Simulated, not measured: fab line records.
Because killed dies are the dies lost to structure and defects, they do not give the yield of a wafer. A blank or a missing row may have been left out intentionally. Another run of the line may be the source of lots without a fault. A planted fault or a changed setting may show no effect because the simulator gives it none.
fab line records ; flow n5_finfet
record lots=10; wafers=28; last_day=18
route steps=1938 shown BEOL_M2@916 BEOL_M3@931 BEOL_M4@1111 PASSIVATION@1936
lots that met no fault: taken from a fault-free run of the same line
start_h: the number of hours between the record's first day and the start of the first shown wafer of the lot ; wait_h: hours elapsed since this lot's preceding step ; " repeats the value in the row above ; L1.1+2: a row that stands for several wafers ; - value missing, or start not given ; * or withheld: withheld ; < > ~ a bound
route shown NAME@n: NAME is a module with steps in the file, n the number in the route of the first one ; usual: average and standard deviation across the fault-free wafers ; same: alike in all rows ; chamber/n: place in a boat ; sites: readings site by site ; _std_site: how widely they spread, as a standard deviation ; _edge_site: mean of outer sites minus mean of inner sites ; radius_mm: how far each site lies from the wafer's centre ; mask NAME#n: copy n ; behind: tool/chamber where the wafer was last shaped ; hold: the reason the lot was held/the length of the hold in hours/how it ended ; device: names the non-switching transistor (n, p or np) ; end of line: tests of these same wafers at the route's end ; step lacking rows: just its recipe ; killed: count of dies lost to structure and defects at first sort (not the wafer's yield) ; map: per-die view of a wafer (x killed, . not killed, _ where there is no die)
set.NAME: the setting as run; set.NAME@STEP: as run at that earlier step ; model.NAME: the simulator's own value behind a step, which no gauge read
steps of the route over a sample of lots; a table a step, a row a wafer
services: the hour from which a tool's chamber was out of use, counted from the record's first day as start_h (under 0 if before that day), plus the number of hours and why
## steps
# step N5_BEOL_M2_SPUTTER_92
# recipe material=Cu; target_thk_a=45; temp_c=-20; chamber_pressure_pa=0.07; power_w=withheld; time_s=8.29
# usual chamber_pressure_pa=0.06999/0.00016; chuck_gas_flow_sccm=1.27/0.049; throttle_valve_pct=30.1/1.1
lot.wafer;tool;chamber;start_h;wait_h;chamber_pressure_pa;chuck_gas_flow_sccm;throttle_valve_pct
L932.1;pvd_sputter-01;-;158.30;0.1;0.06982;1.27;29.9
L932.2;pvd_sputter-01;-;158.30;0.1;0.0701;1.23;29.6
L932.3;pvd_sputter-01;-;158.30;0.1;0.06998;1.29;30.0
L936.3;pvd_sputter-03;-;171.20;0.1;0.06998;1.19;30.7
L936.4;pvd_sputter-03;-;171.20;0.1;0.07021;1.20;31.2
L936.6;pvd_sputter-03;-;171.20;0.1;0.0702;1.19;28.4
L940.1;pvd_sputter-02;-;200.50;0.1;0.06995;1.23;30.5
L940.4;pvd_sputter-02;-;200.50;0.1;0.06993;1.25;30.9
L940.5;pvd_sputter-02;-;200.50;0.1;0.07016;1.30;31.0
L942.1;pvd_sputter-01;-;225.05;0.1;0.07007;1.41;29.6
L942.4;pvd_sputter-01;-;225.05;0.1;0.06975;1.29;32.2
L942.5;pvd_sputter-01;-;225.05;0.1;0.07011;1.34;31.9
L943.1;pvd_sputter-01;-;228.09;0.1;0.06989;1.21;29.9
L943.4;pvd_sputter-01;-;228.09;0.1;0.07028;1.39;29.3
L943.6;pvd_sputter-01;-;228.09;0.1;0.06984;1.33;32.0
L944.1;pvd_sputter-02;-;229.80;0.1;0.06982;1.22;28.2
L944.4;pvd_sputter-02;-;229.80;0.1;0.06979;1.16;30.5
L944.5;pvd_sputter-02;-;229.80;0.1;0.07006;1.28;28.5
L945.3;pvd_sputter-01;-;234.98;0.1;0.06991;1.28;29.6
L945.4;pvd_sputter-01;-;234.98;0.1;0.07014;1.21;29.9
L945.6;pvd_sputter-01;-;234.98;0.1;0.07002;1.31;29.7
L950.1;pvd_sputter-03;-;255.56;0.1;0.0698;1.29;28.6
L950.2;pvd_sputter-03;-;255.56;0.1;0.06917;1.17;31.2
L952.1;pvd_sputter-03;-;265.32;0.1;0.06994;1.24;30.2
L952.4;pvd_sputter-03;-;265.32;0.1;0.06992;1.29;31.2
L955.1;pvd_sputter-02;-;301.82;0.1;0.06999;1.22;28.3
L955.4;pvd_sputter-02;-;301.82;0.1;0.06992;1.28;29.8
L955.6;pvd_sputter-02;-;301.82;0.1;0.06992;1.32;29.7
# step N5_BEOL_M2_SPUTTER_94
# recipe material=Cu; target_thk_a=45; temp_c=-20; chamber_pressure_pa=0.07; power_w=withheld; time_s=8.29
# usual chamber_pressure_pa=0.07/0.00014; chuck_gas_flow_sccm=1.27/0.057; throttle_valve_pct=30.1/1.1
lot.wafer;tool;chamber;start_h;wait_h;chamber_pressure_pa;chuck_gas_flow_sccm;throttle_valve_pct
L932.1;pvd_sputter-01;-;158.52;0.1;0.06987;1.22;29.6
L932.2;pvd_sputter-01;-;158.52;0.1;0.06993;1.27;29.5
L932.3;pvd_sputter-01;-;158.52;0.1;0.06986;1.18;30.0
L936.3;pvd_sputter-03;-;171.42;0.1;0.07006;1.23;30.6
L936.4;pvd_sputter-03;-;171.42;0.1;0.0701;1.27;31.4
L936.6;pvd_sputter-03;-;171.42;0.1;0.07021;1.31;28.6
L940.1;pvd_sputter-02;-;200.72;0.1;0.07002;1.22;30.3
L940.4;pvd_sputter-02;-;200.72;0.1;0.07022;1.34;31.2
L940.5;pvd_sputter-02;-;200.72;0.1;0.07011;1.17;31.1
L942.1;pvd_sputter-01;-;225.27;0.1;0.06997;1.28;29.5
L942.4;pvd_sputter-01;-;225.27;0.1;0.06986;1.28;32.0
L942.5;pvd_sputter-01;-;225.27;0.1;0.07009;1.21;31.8
L943.1;pvd_sputter-01;-;228.31;0.1;0.06997;1.45;30.0
L943.4;pvd_sputter-01;-;228.31;0.1;0.06998;1.38;29.6
L943.6;pvd_sputter-01;-;228.31;0.1;0.06996;1.24;31.8
L944.1;pvd_sputter-02;-;230.02;0.1;0.07007;1.22;28.5
L944.4;pvd_sputter-02;-;230.02;0.1;0.0701;1.22;30.6
L944.5;pvd_sputter-02;-;230.02;0.1;0.07005;1.20;28.4
L945.3;pvd_sputter-01;-;235.20;0.1;0.07008;1.34;29.6
L945.4;pvd_sputter-01;-;235.20;0.1;0.07013;1.31;30.0
L945.6;pvd_sputter-01;-;235.20;0.1;0.07012;1.31;29.7
L950.1;pvd_sputter-03;-;255.78;0.1;0.06976;1.27;28.4
L950.2;pvd_sputter-03;-;255.78;0.1;0.07025;1.24;31.4
L952.1;pvd_sputter-03;-;265.54;0.1;0.06986;1.31;30.2
L952.4;pvd_sputter-03;-;265.54;0.1;0.07005;1.30;31.4
L955.1;pvd_sputter-02;-;302.04;0.1;0.06985;1.28;28.2
L955.4;pvd_sputter-02;-;302.04;0.1;0.07042;1.17;29.6
L955.6;pvd_sputter-02;-;302.04;0.1;0.07032;1.31;29.6
# step N5_BEOL_M2_SPUTTER_96
# recipe material=Cu; target_thk_a=45; temp_c=-20; chamber_pressure_pa=0.07; power_w=withheld; time_s=8.29
# usual chamber_pressure_pa=0.07001/0.00015; chuck_gas_flow_sccm=1.27/0.052; throttle_valve_pct=30.1/1.1
lot.wafer;tool;chamber;start_h;wait_h;chamber_pressure_pa;chuck_gas_flow_sccm;throttle_valve_pct
L932.1;pvd_sputter-01;-;158.74;0.1;0.07008;1.43;29.6
L932.2;pvd_sputter-01;-;158.74;0.1;0.07026;1.28;29.8
L932.3;pvd_sputter-01;-;158.74;0.1;0.06978;1.23;30.2
L936.3;pvd_sputter-03;-;171.64;0.1;0.07003;1.35;30.7
L936.4;pvd_sputter-03;-;171.64;0.1;0.07001;1.31;31.3
L936.6;pvd_sputter-03;-;171.64;0.1;0.06996;1.27;28.3
L940.1;pvd_sputter-02;-;200.94;0.1;0.06988;1.25;30.9
L940.4;pvd_sputter-02;-;200.94;0.1;0.07014;1.23;30.9
L940.5;pvd_sputter-02;-;200.94;0.1;0.06992;1.20;31.2
L942.1;pvd_sputter-01;-;225.49;0.1;0.07001;1.29;29.8
L942.4;pvd_sputter-01;-;225.49;0.1;0.07003;1.27;31.9
L942.5;pvd_sputter-01;-;225.49;0.1;0.06993;1.35;31.9
L943.1;pvd_sputter-01;-;228.53;0.1;0.07012;1.32;29.9
L943.4;pvd_sputter-01;-;228.53;0.1;0.07004;1.34;29.7
L943.6;pvd_sputter-01;-;228.53;0.1;0.06994;1.29;32.0
L944.1;pvd_sputter-02;-;230.24;0.1;0.06999;1.31;28.2
L944.4;pvd_sputter-02;-;230.24;0.1;0.06997;1.26;30.6
L944.5;pvd_sputter-02;-;230.24;0.1;0.06994;1.29;28.3
L945.3;pvd_sputter-01;-;235.42;0.1;0.06996;1.38;29.6
L945.4;pvd_sputter-01;-;235.42;0.1;0.07007;1.35;30.0
L945.6;pvd_sputter-01;-;235.42;0.1;0.07002;1.36;29.7
L950.1;pvd_sputter-03;-;256.00;0.1;0.06946;1.30;28.5
L950.2;pvd_sputter-03;-;256.00;0.1;0.0701;1.28;31.3
L952.1;pvd_sputter-03;-;265.76;0.1;0.06991;1.16;30.2
L952.4;pvd_sputter-03;-;265.76;0.1;0.06999;1.20;31.0
L955.1;pvd_sputter-02;-;302.26;0.1;0.06962;1.24;28.1
L955.4;pvd_sputter-02;-;302.26;0.1;0.06998;1.28;29.3
L955.6;pvd_sputter-02;-;302.26;0.1;0.07001;1.30;29.8
# step N5_BEOL_M3_ILD_DEP_00
# recipe material=SiOC; target_thk_a=790; temp_c=350; precursor=DEMS/O2; pressure_torr=5; rf_w=500; time_s=15.3
# usual heater_power_w=499/58; showerhead_plenum_p_Torr=5.696/0.012; throttle_valve_pct=12.1/0.84
lot.wafer;tool;chamber;start_h;wait_h;heater_power_w;showerhead_plenum_p_Torr;throttle_valve_pct
L932.1;pecvd-03;0;159.88;0.0;554;5.703;11.5
L932.2;pecvd-03;1;159.88;0.0;507;5.698;12.5
L932.3;pecvd-03;2;159.88;0.0;471;5.702;12.4
L936.3;pecvd-04;0;172.75;0.0;442;5.701;13.4
L936.4;pecvd-04;0;172.75;0.0;443;5.685;13.7
L936.6;pecvd-04;1;172.75;0.0;561;5.690;11.2
L940.1;pecvd-03;1;202.46;0.0;580;5.703;12.9
L940.4;pecvd-03;0;202.46;0.0;555;5.715;11.8
L940.5;pecvd-03;0;202.46;0.0;550;5.699;11.5
L942.1;pecvd-03;1;226.63;0.0;572;5.714;12.7
L942.4;pecvd-03;1;226.63;0.0;576;5.708;13.0
L942.5;pecvd-03;0;226.63;0.0;555;5.698;11.6
L943.1;pecvd-03;0;230.24;0.0;565;5.698;11.5
L943.4;pecvd-03;1;230.24;0.0;505;5.704;12.9
L943.6;pecvd-03;0;230.24;0.0;574;5.713;11.8
L944.1;pecvd-03;0;231.51;0.0;505;5.711;11.7
L944.4;pecvd-03;0;231.51;0.0;508;5.706;11.7
L944.5;pecvd-03;1;231.51;0.0;503;5.710;12.8
L945.3;pecvd-03;0;236.53;0.0;521;5.714;11.6
L945.4;pecvd-03;0;236.53;0.0;517;5.702;11.7
L945.6;pecvd-03;1;236.53;0.0;563;5.717;12.4
L950.1;pecvd-03;0;257.13;0.0;524;5.710;11.7
L950.2;pecvd-03;1;257.13;0.0;489;5.716;13.0
L952.1;pecvd-03;1;266.87;0.0;592;5.716;13.0
L952.4;pecvd-03;2;266.87;0.0;466;5.707;11.1
L955.1;pecvd-04;1;303.97;0.0;508;5.695;11.3
L955.4;pecvd-04;2;303.97;0.0;406;5.681;11.7
L955.6;pecvd-04;1;303.97;0.0;517;5.703;11.4
# step N5_BEOL_M3_THK_MEAS_01
# recipe reads=SiOC_of_BEOL_M3_ILD_DEP_00
# usual M3_ILD_THK=79.2/0.94
lot.wafer;tool;chamber;start_h;wait_h;M3_ILD_THK[nm]
L932.1;film_metro-02;-;159.94;0.0;78.0
L932.2;film_metro-02;-;159.94;0.0;77.4
L932.3;film_metro-02;-;159.94;0.0;77.7
L936.3;film_metro-01;-;172.82;0.1;78.9
L936.4;film_metro-01;-;172.82;0.1;80.4
L936.6;film_metro-01;-;172.82;0.1;79.1
L940.1;film_metro-02;-;202.55;0.1;77.8
L940.4;film_metro-02;-;202.55;0.1;80.2
L940.5;film_metro-02;-;202.55;0.1;79.5
L942.1;film_metro-01;-;226.71;0.1;78.0
L942.4;film_metro-01;-;226.71;0.1;79.6
L942.5;film_metro-01;-;226.71;0.1;80.3
L943.1;film_metro-01;-;230.32;0.1;79.1
L943.4;film_metro-01;-;230.32;0.1;78.7
L943.6;film_metro-01;-;230.32;0.1;79.7
L944.1;film_metro-02;-;231.58;0.0;79.4
L944.4;film_metro-02;-;231.58;0.0;81.3
L944.5;film_metro-02;-;231.58;0.0;79.9
L945.3;film_metro-01;-;236.60;0.1;79.1
L945.4;film_metro-01;-;236.60;0.1;79.9
L945.6;film_metro-01;-;236.60;0.1;118.4
L950.1;film_metro-01;-;257.20;0.0;117.4
L950.2;film_metro-01;-;257.20;0.0;78.6
L952.1;film_metro-02;-;266.94;0.0;117.4
L952.4;film_metro-02;-;266.94;0.0;80.7
L955.1;film_metro-02;-;304.04;0.0;79.7
L955.4;film_metro-02;-;304.04;0.0;80.2
L955.6;film_metro-02;-;304.04;0.0;79.4
# step N5_BEOL_M4_RC_MEAS_101
# usual DIBL_N=36.3/1.6; DIBL_P=36.5/1.6; IOFF_N=0.163/0.026; IOFF_P=0.22/0.033; ION_N=676/9.9; ION_P=464/6.5; SS_N=71.5/0.5; SS_P=73.3/0.64; VT_N=249.3/2.9; VT_P=-250/3.2
lot.wafer;tool;chamber;start_h;wait_h;DIBL_N[mV/V];DIBL_P[mV/V];IOFF_N[nA/um];IOFF_P[nA/um];ION_N[uA/um];ION_P[uA/um];SS_N[mV/dec];SS_P[mV/dec];VT_N[mV];VT_P[mV]
L932.1;prober-02;0;178.34;0.0;32.9;32.6;0.114;0.14;671;458;70.9;72.6;255.4;-259
L932.2;prober-02;0;178.34;0.0;35.1;35.7;0.150;0.19;669;462;71.1;74.1;249.7;-252
L932.3;prober-02;0;178.34;0.0;33.6;34.0;0.129;0.16;661;452;71.8;72.5;252.2;-254
L936.3;prober-01;0;206.53;0.3;36.8;37.1;0.165;0.22;687;468;71.1;72.8;247.6;-248
L936.4;prober-01;0;206.53;0.3;37.4;37.5;0.176;0.24;699;479;71.5;73.6;247.3;-248
L936.6;prober-01;0;206.53;0.3;37.0;37.0;0.153;0.22;674;462;71.9;73.2;249.2;-251
L940.1;prober-01;0;235.10;0.0;34.5;35.3;0.135;0.17;670;452;71.3;72.5;252.4;-254
L940.4;prober-01;0;235.10;0.0;34.2;35.9;0.142;0.18;682;464;71.1;72.5;249.9;-250
L940.5;prober-01;0;235.10;0.0;33.9;34.6;0.129;0.17;674;461;71.5;72.6;249.3;-252
L942.1;prober-02;0;254.38;0.0;35.7;36.2;0.166;0.22;674;464;71.5;73.8;249.9;-248
L942.4;prober-02;0;254.38;0.0;36.0;36.5;0.165;0.22;677;463;70.5;73.2;250.0;-248
L942.5;prober-02;0;254.38;0.0;35.3;35.6;0.152;0.21;667;458;71.2;73.4;250.9;-249
L943.1;prober-01;0;257.76;0.0;35.7;35.7;0.159;0.22;679;465;71.2;73.0;248.4;-249
L943.4;prober-01;0;257.76;0.0;33.8;33.9;0.133;0.20;664;467;70.5;72.6;249.7;-249
L943.6;prober-01;0;257.76;0.0;35.4;36.0;0.158;0.23;672;460;71.8;73.0;250.1;-248
L944.1;prober-01;0;260.83;0.0;37.5;35.6;0.161;0.20;663;456;71.9;73.3;252.3;-250
L944.4;prober-01;0;260.83;0.0;34.1;32.7;0.115;0.16;668;463;70.8;72.8;254.0;-252
L944.5;prober-01;0;260.83;0.0;36.3;35.0;0.142;0.19;655;449;71.8;72.9;250.3;-253
L945.3;prober-02;0;262.66;0.3;34.6;35.7;0.129;0.19;658;457;71.6;72.6;253.8;-253
L945.4;prober-02;0;262.66;0.3;34.3;35.6;0.123;0.19;671;467;71.3;72.8;253.7;-250
L950.2;prober-01;0;282.77;0.2;35.4;34.7;0.140;0.20;668;462;71.3;72.8;248.2;-251
L952.4;prober-01;0;304.65;0.5;35.0;37.9;0.145;0.21;680;470;70.8;72.1;248.1;-250
L955.1;prober-01;0;320.48;0.0;36.3;35.8;0.173;0.24;681;463;71.5;73.2;246.1;-246
L955.4;prober-01;0;320.48;0.0;36.5;35.5;0.165;0.23;671;462;72.0;74.0;247.7;-246
L955.6;prober-01;0;320.48;0.0;38.5;39.0;0.217;0.30;696;473;72.0;74.1;243.8;-245
# step N5_PASSIVATION_PROBE_49
# usual defect_limited_yield=91.2/1.5; killed_at_M0_to_M3=32/9.6; killed_at_M4_up=13/5.3; killed_at_contacts=13/6.7; killed_at_front_end=42/11; killed_at_other=3.8/2.9; killed_dies=103/17; killed_on_rim=14/4.4; killed_open=67/13; killed_short=35/7.9; sort_bin_5_function=5.2/0.94; sort_bin_6_memory=3.3/0.64; sort_n_pass=1077/17; sort_yield_pct=91.2/1.5
# same gross_dies=1180; killed_at_back_side=0; sort_bin_4_leakage[%]=0; sort_bin_8_speed[%]=0
lot.wafer;tool;chamber;start_h;wait_h;defect_limited_yield[%];killed_at_M0_to_M3;killed_at_M4_up;killed_at_contacts;killed_at_front_end;killed_at_other;killed_dies;killed_on_rim;killed_open;killed_short;sort_bin_5_function[%];sort_bin_6_memory[%];sort_n_pass;sort_yield_pct[%]
L940.1;prober-02;-;347.96;0.0;92.6;39;10;7;31;0;87;12;61;26;3.8;3.2;1093;92.6
L940.4;prober-02;-;348.11;0.2;93.5;32;11;7;21;6;77;8;49;28;3.7;2.5;1103;93.5
L940.5;prober-02;-;348.16;0.2;93.3;33;18;6;21;1;79;12;55;22;3.5;3.0;1101;93.3
L942.1;prober-02;-;358.25;0.0;90.8;53;9;5;34;7;108;18;68;40;5.1;3.7;1072;90.8
L942.4;prober-02;-;358.40;0.2;92.0;39;11;4;36;4;94;16;60;32;4.9;2.8;1086;92.0
L942.5;prober-02;-;358.45;0.2;93.1;34;6;5;35;2;82;12;47;34;4.5;2.1;1098;93.1
L945.3;prober-01;-;376.48;0.1;91.7;22;7;13;46;10;98;8;60;37;5.2;2.9;1082;91.7
L945.4;prober-01;-;376.53;0.2;93.7;13;4;14;41;2;74;11;49;24;3.7;2.4;1106;93.7
L945.6;prober-01;-;376.63;0.3;0;1116;11;13;35;5;1180;152;58;42;96.9;2.8;0;0
L950.1;prober-02;-;414.66;0.0;0;1094;13;19;51;3;1180;152;80;50;94.7;4.7;0;0
L950.2;prober-02;-;414.71;0.1;89.2;47;13;20;42;6;128;14;77;51;6.4;4.0;1052;89.2
L952.1;prober-01;-;414.94;0.0;0;1095;19;15;44;7;1180;152;69;36;95.8;3.7;0;0
L952.4;prober-01;-;415.09;0.2;91.1;31;22;15;37;0;105;12;70;29;5.3;3.2;1075;91.1
# killed by level:class
L940.1 BEOL_M0_SAQP:geometric_particle:open=9 FIN_SAQP:geometric_particle:open=8 BEOL_M1:geometric_particle:open=8 BEOL_M3:geometric_particle:open=7 DUMMY_GATE:geometric_particle:open=6 MOL_CONTACT_COAG:geometric_particle:open=5 BEOL_M0_SAQP:geometric_particle:short=5 BEOL_M1:geometric_particle:short=4
L940.4 BEOL_M0_SAQP:geometric_particle:open=8 FIN_SAQP:geometric_particle:open=6 BEOL_M0_SAQP:geometric_particle:short=6 BEOL_M3:geometric_particle:open=6 BEOL_M2:geometric_particle:open=5 FIN_SAQP:geometric_particle:short=4 MOL_CONTACT_COAG:geometric_particle:short=4 PASS1_DEP:geometric_particle:open=4
L940.5 BEOL_M0_SAQP:geometric_particle:short=7 BEOL_M1:geometric_particle:open=7 DUMMY_GATE:geometric_particle:open=6 MOL_CONTACT_COAG:geometric_particle:open=5 BEOL_M4:geometric_particle:open=5 BEOL_M2:geometric_particle:open=5 BEOL_M7:geometric_particle:open=5 BEOL_M0_SAQP:geometric_particle:open=4
L942.1 BEOL_M0_SAQP:geometric_particle:open=21 BEOL_M3:geometric_particle:open=13 BEOL_M0_SAQP:geometric_particle:short=9 DUMMY_GATE:geometric_particle:open=6 GATE_CUT:geometric_particle:short=6 FIN_SAQP:geometric_particle:short=4 FIN_SAQP:geometric_particle:open=4 DUMMY_GATE:geometric_particle:short=3
L942.4 STI_FIN_REVEAL:geometric_particle:open=12 FIN_SAQP:geometric_particle:open=7 BEOL_M1:geometric_particle:open=7 BEOL_M3:geometric_particle:open=7 BEOL_M0_SAQP:geometric_particle:short=6 GATE_CUT:geometric_particle:short=4 MOL_CONTACT_COAG:geometric_particle:open=4 BEOL_M0_SAQP:geometric_particle:open=4
L942.5 BEOL_M0_SAQP:geometric_particle:short=11 GATE_CUT:geometric_particle:open=7 BEOL_M0_SAQP:geometric_particle:open=7 BEOL_M3:geometric_particle:open=6 DUMMY_GATE:geometric_particle:short=5 MOL_CONTACT_COAG:geometric_particle:open=5 FIN_SAQP:geometric_particle:open=4 DUMMY_GATE:geometric_particle:open=4
L945.3 FIN_SAQP:geometric_particle:open=11 MOL_CONTACT_COAG:geometric_particle:open=11 GATE_CUT:geometric_particle:short=8 BEOL_M0_SAQP:geometric_particle:short=8 FIN_SAQP:geometric_particle:short=6 DUMMY_GATE:geometric_particle:open=5 BEOL_M0_SAQP:geometric_particle:open=5 BEOL_M2:geometric_particle:open=5
L945.4 MOL_CONTACT_COAG:geometric_particle:open=13 FIN_SAQP:geometric_particle:open=12 FIN_SAQP:geometric_particle:short=8 STARTING-WAFER:geometric_particle:open=6 STI_FIN_REVEAL:geometric_particle:open=4 BEOL_M0_SAQP:geometric_particle:open=4 STI_FIN_REVEAL:geometric_particle:short=3 GATE_CUT:geometric_particle:short=3
L945.6 BEOL_M3:area_dep=1080 BEOL_M0_SAQP:geometric_particle:open=11 FIN_SAQP:geometric_particle:short=10 FIN_SAQP:geometric_particle:open=10 MOL_CONTACT_COAG:geometric_particle:open=9 BEOL_M0_SAQP:geometric_particle:short=7 BEOL_M1:geometric_particle:open=6 MOL_CONTACT_COAG:geometric_particle:short=4
L950.1 BEOL_M3:area_dep=1050 FIN_SAQP:geometric_particle:open=16 MOL_CONTACT_COAG:geometric_particle:open=16 FIN_SAQP:geometric_particle:short=15 BEOL_M0_SAQP:geometric_particle:open=11 BEOL_M0_SAQP:geometric_particle:short=10 BEOL_M1:geometric_particle:open=10 STI_FIN_REVEAL:geometric_particle:open=7
L950.2 BEOL_M0_SAQP:geometric_particle:short=21 MOL_CONTACT_COAG:geometric_particle:open=14 BEOL_M0_SAQP:geometric_particle:open=13 FIN_SAQP:geometric_particle:open=9 STI_FIN_REVEAL:geometric_particle:open=6 GATE_CUT:geometric_particle:short=6 MOL_CONTACT_COAG:geometric_particle:short=6 BEOL_M4:geometric_particle:open=6
L952.1 BEOL_M3:area_dep=1072 MOL_CONTACT_COAG:geometric_particle:open=14 FIN_SAQP:geometric_particle:short=12 BEOL_M5:geometric_particle:open=7 FIN_SAQP:geometric_particle:open=6 GATE_CUT:geometric_particle:short=6 BEOL_M1:geometric_particle:open=6 ILD0:geometric_particle:open=4
L952.4 BEOL_M0_SAQP:geometric_particle:open=13 MOL_CONTACT_COAG:geometric_particle:open=12 STI_FIN_REVEAL:geometric_particle:open=9 BEOL_M1:geometric_particle:open=6 FIN_SAQP:geometric_particle:open=5 BEOL_M0_SAQP:geometric_particle:short=5 BEOL_M4:geometric_particle:open=5 FIN_SAQP:geometric_particle:short=4
## services
tool;chamber;start_h;hours;kind
pvd_sputter-02;-;137.70;5.1;repair
pecvd-04;0;166.73;2.1;scheduled_down
pecvd-03;2;202.38;-;clean
pecvd-03;2;202.38;-;consumable_replace:showerhead
pecvd-03;2;202.38;29.0;scheduled_down
pecvd-03;2;202.38;29.0;vent_cycle
pecvd-04;0;228.16;5.5;scheduled_down
pecvd-03;-;259.47;5.5;pm
pvd_sputter-03;-;271.86;1.3;repair
pecvd-04;-;300.67;1.8;repair
## key
first_sign step=N5_BEOL_M3_THK_MEAS_01; reading=M3_ILD_THK; direction=up; sigmas=41; usual=79.2; struck=117.7
effect step=N5_PASSIVATION_PROBE_49; reading=killed_at_M0_to_M3; direction=up; sigmas=99+; usual=32; struck=1102
more_kills_born_at N5_BEOL_M3_ILD_DEP_00@pecvd-03=3202
met_at N5_BEOL_M3_ILD_DEP_00
struck_lots L945,L950,L952
struck_wafers L945.6,L950.1,L952.1
later_rows_left_out L945.6,L950.1,L952.1
not_acting_at N5_BEOL_M2_SPUTTER_92,N5_BEOL_M2_SPUTTER_94,N5_BEOL_M2_SPUTTER_96
onset_between 231.51 236.53
fault kind=process_parameter_drift; tool=pecvd-03; chamber=-; onset_h=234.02; steps=N5_BEOL_M3_ILD_DEP_00; channel=time_s; offset=*; shape=step; end_h=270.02; scope=struck_wafers_only; acts_in=*; stated=*
# later_rows_left_out: the simulator's readings of these wafers behind a module that went badly wrong aren't trusted and aren't shown, but for the sort
